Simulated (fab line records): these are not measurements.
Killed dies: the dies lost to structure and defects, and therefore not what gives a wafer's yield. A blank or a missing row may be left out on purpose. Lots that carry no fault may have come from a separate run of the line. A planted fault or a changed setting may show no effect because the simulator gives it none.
Matching of chambers	flow n5Finfet	N5_BEOL_M9_CURE_72 on uvCure-02: 3 sister chambers
The step cures SiCOH lowk, time 120 s. 14 wafers are shown with their chamber, then 7 later ones without.

WAFERS PAIRED WITH THEIR CHAMBERS
wafer	chamber	wafer_temp_C_max	lampPowerPct (%)
L816.1	1	373.7	52.31
L816.3	1	372.2	52.40
L816.6	1	373.2	52.33
L820.1	0	371.9	52.33
L820.2	0	372.6	52.32
L820.5	0	371.7	52.31
L826.1	2	372.0	52.26
L826.2	2	371.8	52.35
L826.3	2	372.0	52.37
L827.1	0	371.7	52.29
L827.2	0	371.6	52.32
L827.3	0	372.0	52.28
L831.2	2	371.9	52.39
L831.5	2	372.0	52.35

SIGNATURES, as means of the wafers listed above
reading	chamber 0	chamber 1	chamber 2	scatter within a chamber
wafer_temp_C_max	371.917	373.033	371.940	0.412
lampPowerPct	52.3083	52.3467	52.3440	0.0385
Rule: for each reading, subtract the chamber's mean from the wafer's reading, divide by that reading's scatter and square the result; add these up over the readings and take the root, which gives the wafer's distance from the chamber. The wafer belongs to the nearest chamber; if the next one is less than 2 further off, it can't be placed. How the scatter is found: for the shown wafers, subtract from each reading the mean of its chamber, square and add these, divide the total by (wafers less chambers), then take the root.

WAFERS WHOSE CHAMBER IS MISSING
wafer	wafer_temp_C_max	lampPowerPct (%)
L831.6	372.1	52.27
L835.2	372.1	52.34
L835.5	371.6	52.30
L835.6	371.6	52.38
L837.1	373.7	52.34
L837.2	372.6	52.28
L837.6	372.5	52.35

WHICH CHAMBER EACH ONE RAN IN
wafer	from the rows above	in truth
L831.6	can't be placed: 0 or 2 or 1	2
L835.2	can't be placed: 2 or 0 or 1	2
L835.5	can't be placed: 0 or 2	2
L835.6	can't be placed: 2 or 0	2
L837.1	1	1
L837.2	can't be placed: 0 or 1 or 2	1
L837.6	can't be placed: 1 or 2 or 0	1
1 of 7 placed correctly. From these rows, 6 cannot be placed; in 6 the true chamber is one of the candidates. Wrongly placed: 0.
